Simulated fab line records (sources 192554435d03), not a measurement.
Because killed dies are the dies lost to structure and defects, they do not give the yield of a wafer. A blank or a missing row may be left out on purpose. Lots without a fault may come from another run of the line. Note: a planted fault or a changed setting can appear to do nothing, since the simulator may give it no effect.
Lot-split experiment    flow n5-finfet    21 wafers read across 7 lots, on a route 1938 steps long

== ABOUT THE SPLIT ==
At N5_BEOL_M9_ETCH_66 (etches SOC in N2/H2, target depth 80 nm, overetch 16 nm, time 120 s), the setting time-s was moved away from the recipe's 120 s on 6 of the 21 wafers read, by -11.2% to +12.9%. For the rest of the wafers, this setting stayed at what the recipe calls for.

Reading taken at the split's own step.

== THE READING ==
SiARC_of_BEOL_M9_COAT_64.thk-nm (the simulator's own value, which no gauge read), in nm, at N5_BEOL_M9_ETCH_66 (etches SOC in N2/H2, target depth 80 nm, overetch 16 nm, time 120 s). The file does not state a usual value for it. Average 6.3 nm, standard deviation 0.12 nm, over the 15 wafers here run with the recipe.

wafer   tool, chamber at the split  time-s as run, s  against the recipe  SiARC_of_BEOL_M9_COAT_64.thk-nm, nm  against lot-mates on the recipe
L074.1  rie-diel-06, 0,1,1          120               recipe              6.2                                  -
L074.3  rie-diel-06, 0,1,1          120               recipe              6.2                                  -
L074.5  rie-diel-06, 0,1,1          120               recipe              6.2                                  -
L076.1  rie-diel-02, 2              107.5             -10.4%              6.8                                  +0.6
L076.4  rie-diel-02, 3,1            120               recipe              6.2                                  -
L076.5  rie-diel-02, 3,1            120               recipe              6.2                                  -
L077.1  rie-diel-05, 2,0            133.7             +11.4%              5.8                                  -0.6
L077.5  rie-diel-05, 2,0            133.7             +11.4%              5.8                                  -0.6
L077.4  rie-diel-05, 3              120               recipe              6.4                                  -
L080.1  rie-diel-05, 2,0,2          120               recipe              6.4                                  -
L080.2  rie-diel-05, 2,0,2          120               recipe              6.4                                  -
L080.6  rie-diel-05, 2,0,2          120               recipe              6.4                                  -
L082.1  rie-diel-06, 2              120               recipe              6.4                                  -
L082.4  rie-diel-06, 3,1            120               recipe              6.2                                  -
L082.6  rie-diel-06, 3,1            120               recipe              6.2                                  -
L083.4  rie-diel-05, 1              135.5             +12.9%              5.8                                  -0.7
L083.5  rie-diel-05, 3              120               recipe              6.6                                  -
L083.6  rie-diel-05, 2              120               recipe              6.4                                  -
L086.3  rie-diel-06, 0              106.6             -11.2%              6.8                                  +0.6
L086.4  rie-diel-06, 3              120               recipe              6.2                                  -
L086.5  rie-diel-06, 1              106.6             -11.2%              7                                    +0.8
Where a row lists several chambers, the file gives one row for several wafers and doesn't say which wafer went through which chamber.

THE FIT
A straight line over all 21 wafers: SiARC_of_BEOL_M9_COAT_64.thk-nm changes by -0.0465 nm for each +1% of time-s; r = -0.93; the points scatter about the line by 0.12 nm.
The same after taking each lot's own level away (the mean of its wafers on the recipe; 21 wafers): -0.0569 nm for each +1%; r = -0.99; scatter 0.064 nm.
That fit puts the effect of the largest move of time-s on the reading at 0.73 nm.
From 6.20 to 6.50 nm: that is the span of the lots' own levels, equal to 2.4 times the standard deviation above.
So the slope is not independent of the lot-to-lot level: the two fits are not the same.
Check: with one of the wafers moved furthest among these (+12.9%) left out of the fit, the line predicts -0.729 nm for it against its lot-mates. It came out at -0.7 nm against them.

== THESE WAFERS: OTHER SPLITS ==
Before the reading, these wafers also passed through other splits. Each is held against what the fit with the lots' levels taken away leaves over:
other split on the same wafers  wafers away from the commonest value  r with SiARC_of_BEOL_M9_COAT_64.thk-nm (lot level and that fit taken away)
N5_BEOL_M6_COAT_59 spin-rpm     7                                     +0.33
N5_BEOL_M7_ETCH_61 source-w     7                                     -0.07
N5_BEOL_M7_COAT_22 spin-rpm     8                                     +0.09
N5_BEOL_M8_ETCH_62 time-s       7                                     +0.17
N5_BEOL_M8_COAT_22 spin-rpm     5                                     +0.01
N5_BEOL_M9_DESCUM_16 time-s     11                                    +0.30
N5_BEOL_M9_ETCH_62 source-w     6                                     -0.12

== THE FILE'S OWN FIT ==
SiARC_of_BEOL_M9_COAT_64.thk-nm changes by -0.0565 nm for each +1% of time-s, r = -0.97.
